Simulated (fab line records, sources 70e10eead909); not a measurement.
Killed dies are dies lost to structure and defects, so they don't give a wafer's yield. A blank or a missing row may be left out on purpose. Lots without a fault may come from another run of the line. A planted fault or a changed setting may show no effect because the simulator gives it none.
A struck lot beside a sound one | flow nand_harc | 13 steps out of a route of 1302
Sound: wafers L942.4, L942.5, L942.6. Struck: wafer L951.4. (L951.2, L951.3 of the same lot were not struck and are left out.) The cause comes at the end.
At each step with rows: each side's tool, then ch and its chambers, then its first start. Under that, the readings that differ: sound wafers | struck wafers | difference of the means | sigmas: that difference in standard deviations of wafers without a fault.
alike: readings whose means differ by less than 2 such deviations, and words and numbers that are the same on both sides. not compared: withheld readings, readings that some wafer has no value for, bounds like >300 that may hide the same value, and numbers for which the record gives no deviation and whose values overlap.
The two part at a step that has a row with sigmas, a row that says differs or no value, or rows on one side only. Numbers that don't overlap but have no deviation are shown without sigmas and don't part them. A reading that every wafer of one side lacks parts them only if that side has two wafers or more.

first, 3 steps without rows for these wafers: NHARC_A_STAIRCASE_HARDBAKE_311 (time 140 s); NHARC_A_STAIRCASE_DESCUM_312 (chemistry O2, time 3 s); NHARC_A_STAIRCASE_ETCH_313 (etches the open film in CF4/CHF3).
NHARC_A_STAIRCASE_HM_OPEN_463: chemistry O2/COS.
  sound on rie_diel-02 ch 0,1,2; struck on rie_diel-02 ch 0
  alike: bias_w, drypump_motor_current_A, oes_product_au, rf_vpp_V, showerhead_plenum_p_Torr, throttle_valve_pct
  not compared: rf_hours_counter_h
then, 1 step without rows for these wafers: NHARC_A_STAIRCASE_STRIP_464 (strips in O2/COS).
NHARC_A_STAIRCASE_ETCH_453: etches the open film in CF4/O2, target depth 30 nm, overetch 3 nm, time 16.5 s.
  sound on rie_diel-02 ch 0,1,3; struck on rie_diel-02 ch 0
  alike: bias_w, drypump_motor_current_A, oes_f_703_au, oes_product_au, rf_vpp_V, showerhead_plenum_p_Torr, throttle_valve_pct
  not compared: rf_hours_counter_h
NHARC_A_STAIRCASE_ETCH_315: etches the open film in C4F8/O2/Ar, target depth 2500 nm, time 607.1 s.
  sound on rie_diel-02 ch 1,2,3; struck on rie_diel-02 ch 0
  alike: bias_w, oes_product_au, rf_vpp_V
  not compared: rf_hours_counter_h
NHARC_A_STAIRCASE_STRIP_316: strips in O2.
  sound on rie_diel-02 ch 2,3; struck on rie_diel-02 ch 1
  alike: drypump_motor_current_A, oes_product_au, rf_vpp_V, showerhead_plenum_p_Torr, throttle_valve_pct
  not compared: rf_hours_counter_h
then, 3 steps without rows for these wafers: NHARC_A_STAIRCASE_STRIP_317 (strips in SPM, time 900 s); NHARC_A_STAIRCASE_PRECLEAN_318 (cleans in SC1); NHARC_A_STAIRCASE_SRD_329.
NHARC_A_STAIRCASE_ALD_415: deposits SiO2, target thk 30 nm, pulse time 6 s, ald cycles 300.
  sound on ald_hk-04 ch 2,3, day 17 09:05; struck on ald_hk-04 ch 3, day 20 20:43
  reading    | sound       | struck | difference | sigmas
  ald_cycles | 300 300 300 | 343    | +43        |
  alike: heater_power_w, precursor_pulse_height_rel
NHARC_A_STAIRCASE_ETCHBACK_416: etches the open film in C4F8/O2/Ar, target depth 36 nm, time 7.2 s.
  sound on rie_diel-08 ch 0,2,3; struck on rie_diel-02 ch 1
  alike: bias_w, oes_product_au, rf_vpp_V
  not compared: rf_hours_counter_h

WHERE THEY PART
Nowhere in this record.

WHY: what the simulator had put in
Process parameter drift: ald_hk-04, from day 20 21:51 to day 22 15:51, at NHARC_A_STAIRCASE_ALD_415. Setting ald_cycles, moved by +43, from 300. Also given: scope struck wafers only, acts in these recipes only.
